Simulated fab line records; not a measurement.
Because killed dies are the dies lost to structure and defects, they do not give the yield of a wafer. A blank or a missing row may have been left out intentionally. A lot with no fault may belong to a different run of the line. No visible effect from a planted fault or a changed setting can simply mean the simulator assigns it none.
Problem report, 8D (eight disciplines) form, completed by code + flow nand-harc + the parts of the form that need people (team, actions taken, sign-off) are left out

## 1. WHAT IS WRONG
Mean of killed-at-array at NHARC_END_SORT_01: 674 across 2 wafers in 2 lots; on wafers with no fault it is 27 (standard deviation 9.9). Measured from the usual mean, that is +65 standard deviations.
Seen first at day 20 08:04 on prober-02, wafer L754.4. The record holds 10 wafers of 4 lots with a number at this step. Rule for "out", or "out of limits": more than 4 standard deviations from the usual mean. All remaining wafers that have a number are taken as sound.

## 2. WHAT IT IS, AND WHAT IT ISN'T
| question                    | is                           | is not                                                                        |
|-----------------------------|------------------------------|-------------------------------------------------------------------------------|
| which readings at this step | killed-at-array, killed-dies | killed-at-other, killed-at-periphery, killed-open                             |
| which lots                  | L754, L755                   | L769, L771                                                                    |
| which wafers of those lots  | L754.4, L755.3               | L754.1, L755.5                                                                |
| read on which gauges        | prober-01, prober-02         | -                                                                             |
| when                        | from day 20 08:04            | up to then (1 sound wafer); but 7 sound wafers of L755, L769, L771 came after |

## 3. SUSPECTS, AND WHAT RULES EACH OUT
Counting: if a tool at a process step up to the reading ran every lot that is out, it stays a suspect. Sound lots after the first of them don't rule it out here, since some wafers of a struck lot are sound.
- the gauge at NHARC_END_SORT_01 has been ruled out. Those wafers that are out were read across 2 gauges (prober-01, prober-02).
- rie-diel-10 at NHARC_A_SLIT_ETCH_24 (etches the open film in CF4/CHF3, target depth 121 nm, time 60.5 s): kept. It ran every lot that is out, first L754 (day 14 15:54).
- rie-diel-10 at NHARC_A_SLIT_ETCH_15 (etches the open film in O2/COS, target depth 3200 nm, time 832 s): kept. It ran every lot that is out, first L754 (day 15 08:49). NHARC_A_SLIT_ETCH_15 gives no start for some lots, so the hours and the order of its lots are those of NHARC_A_WL_FILL_CVD_03.
- cvd-w-02 at NHARC_A_WL_FILL_CVD_03 (deposits W, target thk 40 nm, time 3302 s): kept. It ran every lot that is out, first L754 (day 15 08:49).
- rie-diel-06 at NHARC_A_WL_FILL_ETCHBACK_16 (etches the open film in C4F8/O2/Ar, target depth 88 nm, time 17.6 s): kept. It ran every lot that is out, first L754 (day 15 20:35). Its own readings are out on those wafers: run-length-s.
- Within rie-diel-10 at NHARC_A_SLIT_ETCH_24: the wafers that are out ran in chambers 0, 2; their sound lot-mates ran in chamber 3.
Left after counting: rie-diel-10 at NHARC_A_SLIT_ETCH_24, rie-diel-10 at NHARC_A_SLIT_ETCH_15, cvd-w-02 at NHARC_A_WL_FILL_CVD_03, rie-diel-06 at NHARC_A_WL_FILL_ETCHBACK_16.

## 4. THE CAUSE (what the simulator had put in)
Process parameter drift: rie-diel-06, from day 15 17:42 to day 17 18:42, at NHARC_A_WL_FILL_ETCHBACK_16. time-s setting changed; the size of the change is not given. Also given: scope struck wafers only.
Of the 4 suspects that counting leaves, this tool is one.

## 5. THE CHAIN OF EFFECTS, in route order
Rows list readings where the struck wafers' mean (over those with a number) sits beyond 3 standard deviations from the usual. Only readings whose record carries a usual standard deviation are examined. hours: median over the lots of the time between each lot's start at the first step of this table that gives one and its start at this step. sigmas: the change, counted in usual standard deviations.
| hours | step                        | reading         | usual  | on struck wafers | change | sigmas |
|-------|-----------------------------|-----------------|--------|------------------|--------|--------|
| 0     | NHARC_A_WL_FILL_ETCHBACK_16 | run-length-s    | 38.9 s | 26.1             | -12.8  | -34    |
| 100   | NHARC_END_SORT_01           | killed-at-array | 27     | 674              | +648   | +65    |
| 100   | NHARC_END_SORT_01           | killed-dies     | 31     | 677              | +646   | +65    |
Here are the process steps it includes:
- NHARC_A_WL_FILL_ETCHBACK_16: etches the open film in C4F8/O2/Ar, target depth 88 nm, time 17.6 s.

## 6. HOW IT WOULD HAVE BEEN CAUGHT EARLIER
110 hours passed between the start of the fault at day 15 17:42 and the first reading out of limits at a measuring or inspecting step in this record, taken at day 20 08:04.
The tool's own readings at NHARC_A_WL_FILL_ETCHBACK_16 were out on every struck wafer that the step has a row for (run-length-s): an alarm limit on them would have fired on the first of those.
All the lots that are out (2) had begun NHARC_A_WL_FILL_ETCHBACK_16 on rie-diel-06 by day 20 08:04. Tool hold at that time: it would have spared none of them.
